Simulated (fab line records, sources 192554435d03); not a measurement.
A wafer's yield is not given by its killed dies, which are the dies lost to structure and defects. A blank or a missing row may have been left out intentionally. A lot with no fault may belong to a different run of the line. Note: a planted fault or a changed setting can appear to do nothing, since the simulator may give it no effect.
Matching of chambers / flow n5_finfet / rie_diel-06 running N5_MIM_TOP_ETCH_STRIP_01: 4 sister chambers
The step strips in O2. 8 wafers are shown with their chamber, then 9 later ones without.

## WAFERS, EACH WITH ITS CHAMBER
wafer=L079.3; chamber=1; drypump_motor_current_A (A)=5.9; showerhead_plenum_p_Torr (Torr)=2.10
wafer=L079.4; chamber=2; drypump_motor_current_A (A)=5.2; showerhead_plenum_p_Torr (Torr)=2.05
wafer=L079.6; chamber=2; drypump_motor_current_A (A)=5.2; showerhead_plenum_p_Torr (Torr)=2.05
wafer=L081.2; chamber=1; drypump_motor_current_A (A)=5.9; showerhead_plenum_p_Torr (Torr)=2.10
wafer=L081.5; chamber=0; drypump_motor_current_A (A)=5.8; showerhead_plenum_p_Torr (Torr)=2.03
wafer=L094.4; chamber=3; drypump_motor_current_A (A)=5.3; showerhead_plenum_p_Torr (Torr)=2.19
wafer=L094.5; chamber=3; drypump_motor_current_A (A)=5.3; showerhead_plenum_p_Torr (Torr)=2.19
wafer=L094.6; chamber=0; drypump_motor_current_A (A)=5.7; showerhead_plenum_p_Torr (Torr)=2.02

## WAFERS WITHOUT THEIR CHAMBER
wafer=L096.1; drypump_motor_current_A (A)=5.2; showerhead_plenum_p_Torr (Torr)=2.04
wafer=L096.2; drypump_motor_current_A (A)=5.3; showerhead_plenum_p_Torr (Torr)=2.19
wafer=L096.4; drypump_motor_current_A (A)=5.9; showerhead_plenum_p_Torr (Torr)=2.09
wafer=L095.2; drypump_motor_current_A (A)=5.2; showerhead_plenum_p_Torr (Torr)=2.04
wafer=L095.4; drypump_motor_current_A (A)=5.8; showerhead_plenum_p_Torr (Torr)=2.02
wafer=L095.5; drypump_motor_current_A (A)=5.3; showerhead_plenum_p_Torr (Torr)=2.19
wafer=L097.4; drypump_motor_current_A (A)=5.9; showerhead_plenum_p_Torr (Torr)=2.09
wafer=L097.5; drypump_motor_current_A (A)=5.2; showerhead_plenum_p_Torr (Torr)=2.04
wafer=L097.6; drypump_motor_current_A (A)=5.9; showerhead_plenum_p_Torr (Torr)=2.09

## WHICH CHAMBER EACH WENT THROUGH
wafer=L096.1; from the rows above=2; in truth=2
wafer=L096.2; from the rows above=3; in truth=3
wafer=L096.4; from the rows above=1; in truth=1
wafer=L095.2; from the rows above=2; in truth=2
wafer=L095.4; from the rows above=0; in truth=0
wafer=L095.5; from the rows above=3; in truth=3
wafer=L097.4; from the rows above=1; in truth=1
wafer=L097.5; from the rows above=2; in truth=2
wafer=L097.6; from the rows above=1; in truth=1
9 of 9 placed correctly. From these rows, 0 cannot be placed. Wrongly placed: 0.
How it was worked out, from the rows above alone: a wafer's distance from a chamber is the root of the sum, over the readings, of the square of ((its reading less the chamber's mean) divided by the reading's scatter). The wafer belongs to the nearest chamber; if the next one is less than 2 further off, it can't be placed. For every chamber, the mean is computed from those of its wafers that are shown. The scatter: take each reading less its chamber's mean, square it, sum over the shown wafers, divide by the number of wafers less the number of chambers, and take the root.
